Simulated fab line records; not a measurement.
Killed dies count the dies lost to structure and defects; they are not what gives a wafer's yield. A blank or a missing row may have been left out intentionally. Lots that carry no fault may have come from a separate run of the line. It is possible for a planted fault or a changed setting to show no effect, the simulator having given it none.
One fault through the eyes of 3 desks    flow n5 finfet    each desk has only its own numbers; what lay behind them comes last

THE DEFECT DESK
Per lot, the means of the sampled wafers with a number show what the inspections along the route counted. Any lot whose mean is over 4 standard deviations away from the usual mean is out of limits and marked OUT; that distance is given in the brackets.
Columns: A = raw defect count at N5_PASSIVATION_INSPECT_57, usual 2.1
lot   first seen here  A
L214  day 13 03:14     2.0
L216  day 13 19:49     3.0
L215  day 13 20:06     3.0
L218  day 14 11:48     1.0
L231  day 17 18:43     2.3
L229  day 18 04:22     2.0
L233  day 18 04:30     2.0
L232  day 18 09:18     1.7
L234  day 18 22:17     1.5
L236  day 19 00:45     2.0
L237  day 19 18:02     2.0
Finding of this desk: none of the 11 lots has anything out of limits.

AT THE METROLOGY DESK
Lot by lot, what the gauges showed, no matter which tool ran the lot: averages of those sampled wafers that carry a number. Any lot whose mean is over 4 standard deviations away from the usual mean is out of limits and marked OUT; that distance is given in the brackets. It has 10 readings; the 7 that lie furthest out on some lot are the ones shown.
Columns: A = DIBL_N at N5_BEOL_M4_RC_MEAS_101, usual 36.5 mV/V; B = DIBL_P at N5_BEOL_M4_RC_MEAS_101, usual 36.9 mV/V; C = IOFF_N at N5_BEOL_M4_RC_MEAS_101, usual 0.17 nA/um; D = IOFF_P at N5_BEOL_M4_RC_MEAS_101, usual 0.22 nA/um; E = ION_P at N5_BEOL_M4_RC_MEAS_101, usual 461 uA/um; F = SS_P at N5_BEOL_M4_RC_MEAS_101, usual 73.5 mV/dec; G = VT_P at N5_BEOL_M4_RC_MEAS_101, usual -250 mV
lot   first seen here  A     B     C     D     E    F     G
L214  day 8 10:38      33.9  33.9  0.11  0.15  453  72.0  -257
L215  day 9 04:32      35.9  36.2  0.15  0.21  458  73.3  -250
L216  day 9 11:28      35.6  36.6  0.13  0.20  454  72.8  -252
L218  day 9 17:05      37.4  38.2  0.16  0.21  452  73.8  -253
L231  day 13 02:46     36.8  38.7  0.18  0.26  466  73.8  -247
L229  day 13 03:30     37.9  39.3  0.19  0.24  464  73.7  -250
L232  day 13 09:13     36.1  36.7  0.16  0.19  456  73.6  -252
L233  day 13 09:28     35.5  35.8  0.15  0.18  449  73.2  -252
L234  day 14 03:44     37.9  37.7  0.23  0.31  482  73.8  -240
L236  day 14 05:49     37.1  37.9  0.16  0.22  462  73.9  -251
L237  day 15 04:48     41.2  43.5  0.26  0.31  464  74.8  -245
Finding of this desk: none of the 11 lots has anything out of limits.

AT THE TOOL OWNER'S DESK: ald metal-03
The tool's own readings at N5_HKMG_FIN_ALD_79 (deposits TiN, target thk 1.5 nm, pulse time 1 s, purge time 3 s): means of the sampled wafers that have a number, for each lot that ran on this tool. Any lot whose mean is over 4 standard deviations away from the usual mean is out of limits and marked OUT; that distance is given in the brackets.
Columns: A = heater power outer w at N5_HKMG_FIN_ALD_79, usual 534 W; B = heater power w at N5_HKMG_FIN_ALD_79, usual 852 W; C = precursor pulse height rel at N5_HKMG_FIN_ALD_79, usual 1.000
lot   first seen here  A    B    C
L214  day 4 05:43      580  918  0.994
L215  day 4 12:04      517  842  0.987
L216  day 4 20:31      548  858  0.999
L218  day 5 06:44      499  792  0.972
L231  day 8 05:36      557  872  1.011
L233  day 8 19:31      550  872  1.011
L234  day 9 02:47      538  858  0.992
Finding of this desk: none of the 7 lots has anything out of limits.

TAKEN TOGETHER
Nothing the defect desk looked at was out of limits.
The metrology desk saw nothing out of limits.
The tool owner's desk saw nothing out of limits.

WHAT WAS PUT IN BY THE SIMULATOR
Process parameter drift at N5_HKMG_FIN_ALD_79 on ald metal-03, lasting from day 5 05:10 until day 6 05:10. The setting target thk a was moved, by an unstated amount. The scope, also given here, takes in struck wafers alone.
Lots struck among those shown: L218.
